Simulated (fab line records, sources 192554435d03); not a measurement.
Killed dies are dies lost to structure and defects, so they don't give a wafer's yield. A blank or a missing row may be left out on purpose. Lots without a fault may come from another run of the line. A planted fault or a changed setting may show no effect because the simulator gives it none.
One fault seen from 2 desks | flow n5_finfet | each desk has only its own numbers; what lay behind them comes last

THE METROLOGY DESK
What the gauges read, lot by lot, whatever tool the lot ran on: means of the sampled wafers that have a number. A lot is out of limits, marked OUT, if its mean lies more than 4 standard deviations from the usual mean; the brackets give that distance. Of its 10 readings 7 are shown: those that lie furthest out on some lot.
Columns: A = DIBL_N at N5_BEOL_M4_RC_MEAS_101, usual 36.2 mV/V; B = IOFF_N at N5_BEOL_M4_RC_MEAS_101, usual 0.155 nA/um; C = IOFF_P at N5_BEOL_M4_RC_MEAS_101, usual 0.210 nA/um; D = ION_N at N5_BEOL_M4_RC_MEAS_101, usual 677 uA/um; E = ION_P at N5_BEOL_M4_RC_MEAS_101, usual 465 uA/um; F = VT_N at N5_BEOL_M4_RC_MEAS_101, usual 249.9 mV; G = VT_P at N5_BEOL_M4_RC_MEAS_101, usual -250 mV
lot  | first seen here | A    | B     | C     | D   | E   | F     | G
L958 | day 7 14:26     | 36.8 | 0.163 | 0.206 | 677 | 464 | 250.5 | -251
L967 | day 10 08:52    | 36.1 | 0.171 | 0.238 | 679 | 465 | 248.5 | -246
L969 | day 11 13:34    | 36.4 | 0.174 | 0.236 | 681 | 469 | 248.0 | -249
L970 | day 11 21:41    | 36.2 | 0.149 | 0.201 | 669 | 463 | 251.0 | -251
L973 | day 12 01:39    | 36.7 | 0.178 | 0.264 | 687 | 475 | 246.4 | -246
L971 | day 12 04:12    | 37.4 | 0.164 | 0.218 | 681 | 468 | 249.5 | -247
L977 | day 12 20:55    | 35.1 | 0.156 | 0.213 | 679 | 469 | 247.6 | -248
L975 | day 13 04:23    | 37.9 | 0.158 | 0.174 | 678 | 457 | 250.3 | -255
L978 | day 13 15:44    | 35.2 | 0.132 | 0.171 | 671 | 457 | 250.9 | -253
L981 | day 14 10:47    | 36.6 | 0.150 | 0.182 | 668 | 456 | 250.8 | -252
This desk's finding: nothing out of limits on any of the 10 lots.

THE TOOL OWNER'S DESK: pecvd-01
The tool's own readings at N5_BEOL_M0_SAQP_PECVD_96 (deposits a-Si from SiH4/He, target thk 45 nm, time 45.2 s): means of the sampled wafers that have a number, for each lot that ran on this tool. A lot is out of limits, marked OUT, if its mean lies more than 4 standard deviations from the usual mean; the brackets give that distance.
Columns: A = heater_power_w at N5_BEOL_M0_SAQP_PECVD_96, usual 631 W; B = run_length_s at N5_BEOL_M0_SAQP_PECVD_96, usual 81.3 s; C = showerhead_plenum_p_Torr at N5_BEOL_M0_SAQP_PECVD_96, usual 5.67 Torr; D = throttle_valve_pct at N5_BEOL_M0_SAQP_PECVD_96, usual 18.4 %
lot  | first seen here | A   | B    | C    | D
L958 | day 5 13:17     | 585 | 81.1 | 5.62 | 17.3
L967 | day 7 15:25     | 562 | 80.1 | 5.64 | 17.6
L969 | day 8 03:34     | 533 | 80.1 | 5.64 | 18.0
This desk's finding: nothing out of limits on any of the 3 lots.

PUT TOGETHER
The metrology desk saw nothing out of limits.
The tool owner's desk saw nothing out of limits.

WHAT THE SIMULATOR HAD PUT IN
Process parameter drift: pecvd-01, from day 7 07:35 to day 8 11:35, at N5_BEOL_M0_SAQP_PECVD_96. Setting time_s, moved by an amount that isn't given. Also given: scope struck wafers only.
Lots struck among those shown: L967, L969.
